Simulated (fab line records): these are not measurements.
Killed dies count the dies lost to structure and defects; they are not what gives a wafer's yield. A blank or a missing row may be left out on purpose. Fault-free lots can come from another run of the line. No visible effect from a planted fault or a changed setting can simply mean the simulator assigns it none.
A struck lot beside a sound one ; flow nand_harc ; 21 out of 1302 route steps
Sound: wafers L786.3, L786.4, L786.5. Wafers L800.2, L800.4, L800.6 were the ones struck. The cause is given at the end.
At each step with rows: each side's tool, then ch and its chambers, then its first start. Under that, the readings that differ: sound wafers ; struck wafers ; difference of the means ; sigmas: that difference in standard deviations of wafers without a fault.
alike: same words and numbers on both sides, and readings whose means sit less than 2 such deviations apart. not compared: any withheld reading, any reading some wafer has no value for, any bound like >300 that may hide the same value, and any number with overlapping values for which the record gives no deviation.
A row with sigmas, a row that says differs or no value, or rows on one side alone: a step with any of these is where the two part. Numbers that don't overlap but have no deviation are shown without sigmas and don't part them. Lack of a reading on every wafer of one side parts them only where that side has two or more wafers.

NHARC_A_CONTACT_CMP_20: polishes, t overpolish 30 s, target thk 300 nm.
  sound on cmp-01 ch 0,2,3, day 25 19:03; struck on cmp-01 ch 0,2, day 31 15:01
  alike: motor_current_A, overpolish_run_s, time_to_endpoint_s
then, 1 step without rows for these wafers: NHARC_A_CONTACT_SRD_22.
NHARC_A_CONTACT_INSPECT_23:
  sound on defect_inspect-01, day 25 19:26; struck on defect_inspect-01, day 31 15:26
  alike: raw_defect_count
then, 8 steps without rows for these wafers: NHARC_A_BLC_DEHYDRATE_00 (time 120 s); NHARC_A_BLC_HMDS_01 (time 30 s); NHARC_A_BLC_COAT_02 (time 75 s); NHARC_A_BLC_COAT_03 (time 65 s); NHARC_A_BLC_COAT_04 (resist thk 90 nm); NHARC_A_BLC_SOFTBAKE_05 (time 55 s); NHARC_A_BLC_EBR_06; NHARC_A_BLC_EXPOSE_07 (exposes mask A BLC, target cd 100 nm).
NHARC_A_BLC_PEB_08: peb time 65 s.
  sound on litho_track-04 ch 0, day 25 19:52; struck on litho_track-04 ch 0, day 31 15:52
  alike: heater_power_total_W
then, 1 step without rows for these wafers: NHARC_A_BLC_DEVELOP_09 (develop time 35 s).
NHARC_A_BLC_CD_MEAS_10: target cd 100 nm.
  sound on cd_sem-03 ch 0, day 25 19:56; struck on cd_sem-02 ch 0, day 31 15:56
reading;sound;struck;difference;sigmas
cd_nm (nm);100.0 100.3 99.4;118.2 118.8 118.5;+18.6;+25
NHARC_A_BLC_OVL_MEAS_11:
  sound on overlay-02, day 25 20:02; struck on overlay-01, day 31 16:02
  alike: overlay_x_nm, overlay_y_nm
NHARC_A_BLC_INSPECT_12:
  sound on defect_inspect-02, day 25 20:04; struck on defect_inspect-01, day 31 16:04
  alike: raw_defect_count
NHARC_A_BLC_DESCUM_15: chemistry O2, time 3 s.
  sound on rie_diel-07 ch 0,1,3, day 25 20:07; struck on rie_diel-07 ch 2,3, day 31 16:07
reading;sound;struck;difference;sigmas
model.A_BLC.cd_nm (nm);100.2 101.6 98.25;119.3 118.3 119.7;+19.1;
  alike: drypump_motor_current_A, oes_product_au, rf_vpp_V, showerhead_plenum_p_Torr, throttle_valve_pct
  not compared: rf_hours_counter_h
NHARC_A_BLC_ETCH_16: etches the open film in CF4, target depth 39 nm, time 65 s.
  sound on rie_diel-07 ch 1,2,3, day 25 20:13; struck on rie_diel-07 ch 0,1,3, day 31 16:13
  alike: drypump_motor_current_A, oes_product_au, rf_vpp_V, showerhead_plenum_p_Torr, throttle_valve_pct
  not compared: rf_hours_counter_h
NHARC_A_BLC_ETCH_17: etches the open film in N2/H2, target depth 390 nm, time 609.38 s.
  sound on rie_diel-07 ch 0,3; struck on rie_diel-07 ch 1,2,3
  alike: drypump_motor_current_A, oes_product_au, rf_vpp_V, showerhead_plenum_p_Torr, throttle_valve_pct
  not compared: rf_hours_counter_h
NHARC_A_BLC_ETCH_18: etches the open film in C4F8/O2/Ar, target depth 910 nm.
  sound on rie_diel-07 ch 0,1,2; struck on rie_diel-07 ch 0,1,2
reading;sound;struck;difference;sigmas
oes_product_au (a.u.);1.007 0.980 0.984;0.933 0.921 0.943;-0.058;-2
model.A_BLC.cd_nm (nm);102.3 99.85 101.8;119.7 117.8 120.5;+18.0;
  alike: rf_vpp_V
  not compared: rf_hours_counter_h
NHARC_A_BLC_CD_MEAS_19:
  sound on cd_sem-03, day 25 21:05; struck on cd_sem-01, day 31 17:05
reading;sound;struck;difference;sigmas
cd_nm (nm);102.7 100.0 101.8;119.6 117.5 120.1;+17.6;+6

WHERE THEY PART
Last at NHARC_A_BLC_CD_MEAS_19 as far as this record goes, first at NHARC_A_BLC_CD_MEAS_10.

WHY: what the simulator had put in
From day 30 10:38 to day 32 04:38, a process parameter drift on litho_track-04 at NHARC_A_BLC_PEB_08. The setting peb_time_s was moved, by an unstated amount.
